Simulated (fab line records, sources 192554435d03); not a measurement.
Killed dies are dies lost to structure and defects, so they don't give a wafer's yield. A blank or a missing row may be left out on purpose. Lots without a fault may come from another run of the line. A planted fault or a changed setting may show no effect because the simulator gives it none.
Chamber matching | flow n5_finfet | N5_MOL_CONTACT_COAG_DESCUM_45 on rie_diel-02: 4 sister chambers
The step chemistry O2, time 7 s. 18 wafers are shown with their chamber, then 9 later ones without.

WAFERS WITH THEIR CHAMBER
wafer  | chamber | throttle_valve_pct (%) | showerhead_plenum_p_Torr (Torr) | oes_product_au (a.u.)
L075.3 | 3       | 20.71                  | 2.10                            | 0.74
L075.4 | 1       | 20.00                  | 2.21                            | 0.87
L075.5 | 0       | 20.46                  | 2.10                            | 0.81
L076.3 | 0       | 20.44                  | 2.10                            | 0.82
L076.4 | 3       | 20.71                  | 2.10                            | 0.73
L076.6 | 0       | 20.45                  | 2.10                            | 0.80
L077.3 | 1       | 19.99                  | 2.21                            | 0.86
L077.4 | 2       | 20.35                  | 2.11                            | 0.80
L077.6 | 3       | 20.74                  | 2.10                            | 0.74
L078.2 | 1       | 20.01                  | 2.21                            | 0.85
L078.4 | 2       | 20.35                  | 2.11                            | 0.80
L078.6 | 3       | 20.73                  | 2.10                            | 0.72
L080.1 | 3       | 20.73                  | 2.10                            | 0.73
L080.3 | 1       | 20.02                  | 2.21                            | 0.86
L080.6 | 3       | 20.73                  | 2.10                            | 0.73
L083.1 | 1       | 20.04                  | 2.20                            | 0.84
L083.4 | 2       | 20.36                  | 2.10                            | 0.79
L083.5 | 0       | 20.48                  | 2.10                            | 0.80

SIGNATURES (means of the wafers above)
reading                  | chamber 0 | chamber 1 | chamber 2 | chamber 3 | scatter within a chamber
throttle_valve_pct       | 20.4575   | 20.0120   | 20.3533   | 20.7250   | 0.0151
showerhead_plenum_p_Torr | 2.1000    | 2.2080    | 2.1067    | 2.1000    | 0.00324
oes_product_au           | 0.8075    | 0.8560    | 0.7967    | 0.7317    | 0.00904
Rule: a wafer's distance from a chamber is the root of the sum, over the readings, of the square of ((its reading less the chamber's mean) divided by the reading's scatter). The wafer belongs to the nearest chamber; if the next one is less than 2 further off, it can't be placed. The scatter: the root of (the sum of the squares of (reading less its chamber's mean) over the shown wafers, divided by (wafers less chambers)).

WAFERS WITHOUT THEIR CHAMBER
wafer  | throttle_valve_pct (%) | showerhead_plenum_p_Torr (Torr) | oes_product_au (a.u.)
L085.2 | 20.50                  | 2.09                            | 0.79
L085.4 | 20.76                  | 2.10                            | 0.72
L085.5 | 20.05                  | 2.20                            | 0.83
L087.3 | 20.05                  | 2.20                            | 0.81
L087.4 | 20.37                  | 2.10                            | 0.78
L087.6 | 20.77                  | 2.09                            | 0.71
L093.2 | 20.07                  | 2.20                            | 0.82
L093.5 | 20.39                  | 2.10                            | 0.78
L093.6 | 20.05                  | 2.20                            | 0.82

WHICH CHAMBER EACH WENT THROUGH
wafer  | from the rows above     | in truth
L085.2 | 0                       | 0
L085.4 | 3                       | 3
L085.5 | 1                       | 1
L087.3 | 1                       | 1
L087.4 | 2                       | 2
L087.6 | 3                       | 3
L093.2 | 1                       | 1
L093.5 | can't be placed: 2 or 0 | 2
L093.6 | 1                       | 1
Placed correctly: 8 of 9. Can't be placed from these rows: 1 (the true chamber is among the candidates in 1). Placed wrongly: 0.
